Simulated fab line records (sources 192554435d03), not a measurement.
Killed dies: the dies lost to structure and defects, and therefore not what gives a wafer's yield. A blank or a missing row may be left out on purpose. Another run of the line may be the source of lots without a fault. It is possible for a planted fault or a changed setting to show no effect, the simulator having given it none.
A lot that was struck, set against a sound lot    flow n5-finfet    16 steps out of a route of 1938
Sound: wafers L868.1, L868.2, L868.6. Wafers struck: L874.1, L874.2, L874.6. The cause comes at the end.
Per side, at each step with rows, come the tool, then ch with its chambers, and then its first start. Under that, the readings that differ: sound wafers    struck wafers    difference of the means    sigmas: that difference in standard deviations of wafers without a fault.
alike: words and numbers the same on both sides, and readings whose means are apart by under 2 such deviations; not compared: readings that were withheld, readings missing a value for some wafer, numbers with overlapping values and no deviation given by the record, and bounds like >300 which may hide the same value.
The two part at a step that has a row with sigmas, a row that says differs or no value, or rows on one side only. Numbers that have no deviation but don't overlap get no sigmas and don't part them. Lack of a reading on every wafer of one side parts them only where that side has two or more wafers.

N5_GATE_CUT_STRIP_42: strips in O2.
  sound on rie-diel-06 ch 1,3, day 6 23:40; struck on rie-diel-02 ch 0,1,2, day 8 02:19
  alike: drypump-motor-current-A, oes-product-au, rf-vpp-V, showerhead-plenum-p-Torr, throttle-valve-pct
  not compared: rf-hours-counter-h
N5_GATE_CUT_ETCH_19: etches SiNx in CH3F/O2, target depth 53.7 nm, time 76.7 s.
  sound on rie-diel-06 ch 1,3, day 6 23:43; struck on rie-diel-02 ch 0,1,2, day 8 02:22
  alike: drypump-motor-current-A, etch-rf-on-time-s, oes_ar_750_au, oes_f_703_au, oes-product-au, rf-vpp-V, showerhead-plenum-p-Torr, throttle-valve-pct
  not compared: rf-hours-counter-h
then, 5 steps without rows for these wafers: N5_GATE_CUT_CUT_ETCH_53 (etches W in SF6/Cl2, target depth 79.2 nm); N5_GATE_CUT_CUT_ETCH_54 (etches TiN in Cl2/BCl3, target depth 96.7 nm); N5_GATE_CUT_CUT_ETCH_55 (etches HfO2 in BCl3, target depth 3.2 nm); N5_GATE_CUT_ETCH_47 (etches SiO2 in Cl2/BCl3, target depth 10 nm); N5_GATE_CUT_VAPOR_ETCH_48 (etches TiN in BCl3/Cl2).
N5_GATE_CUT_VAPOR_ETCH_49: etches TiAlC in BCl3/Cl2.
  sound on rie-metal-02 ch 0,1, day 7 00:02; struck on rie-metal-02 ch 0,1, day 8 02:40
  alike: drypump-motor-current-A, oes-product-au
N5_GATE_CUT_VAPOR_ETCH_51: etches HfO2 in BCl3/Cl2.
  sound on rie-metal-02 ch 0,1, day 7 00:04; struck on rie-metal-02 ch 0,1, day 8 02:42
  alike: drypump-motor-current-A, oes-product-au
N5_GATE_CUT_STRIP_21: strips in N2/H2, time 30 s.
  sound on plasma-asher-02 ch 0,1, day 7 00:07; struck on plasma-asher-01 ch 0,1, day 8 02:46
  alike: drypump-motor-current-A, heater-power-w
  not compared: rf-hours-counter-h
then, 2 steps without rows for these wafers: N5_GATE_CUT_STRIP_29 (strips in post etch residue remover, time 60 s); N5_GATE_CUT_SRD_52 (time 30 s).
N5_GATE_CUT_ALD_22: deposits SiNx, target thk 16 nm, pulse time 1 s, ald cycles 320.
  sound on ald-sin-01 ch 1,3, day 7 00:40; struck on ald-sin-04 ch 0,3, day 8 03:23
reading                                    sound        struck          difference  sigmas
ald-cycles                                 320 320 320  385 385 385     +65         
model.SiNx_of_GATE_CUT_ALD_22.thk-nm (nm)  16 16 16     19.4 19.4 19.4  +3.4        
  alike: chamber-pressure-Torr, heater-power-w, precursor-pulse-height-rel
N5_GATE_CUT_CMP_23: polishes, stops on SiO2, t overpolish 23.4 s, target thk 16 nm.
  sound on cmp-04 ch 1,2,3, day 7 02:10; struck on cmp-02 ch 0,1,2, day 8 04:55
  alike: motor-current-A, platen-rpm, time-to-endpoint-s
  not compared: model.SiNx_of_GATE_CUT_ALD_22.thk-nm
N5_GATE_CUT_THK_MEAS_24:
  sound on film-metro-01 at day 7 02:27; struck on film-metro-02 at day 8 05:11
  alike: GC_FILL_THK
-- here the record skips 3 days between the struck wafers' starts before and after, leaving off in module GATE_CUT and picking up in module BEOL_M4 (first step shown: number 1111 of the route) --
N5_BEOL_M4_RC_MEAS_101:
  sound on prober-01 ch 0, day 10 17:42; struck on prober-01 ch 0, day 11 13:44
  alike: DIBL_N, DIBL_P, IOFF_N, IOFF_P, ION_N, ION_P, SS_N, SS_P, VT_N, VT_P

== WHERE THEY PART ==
Nowhere in this record.

WHY: what had been put in by the simulator
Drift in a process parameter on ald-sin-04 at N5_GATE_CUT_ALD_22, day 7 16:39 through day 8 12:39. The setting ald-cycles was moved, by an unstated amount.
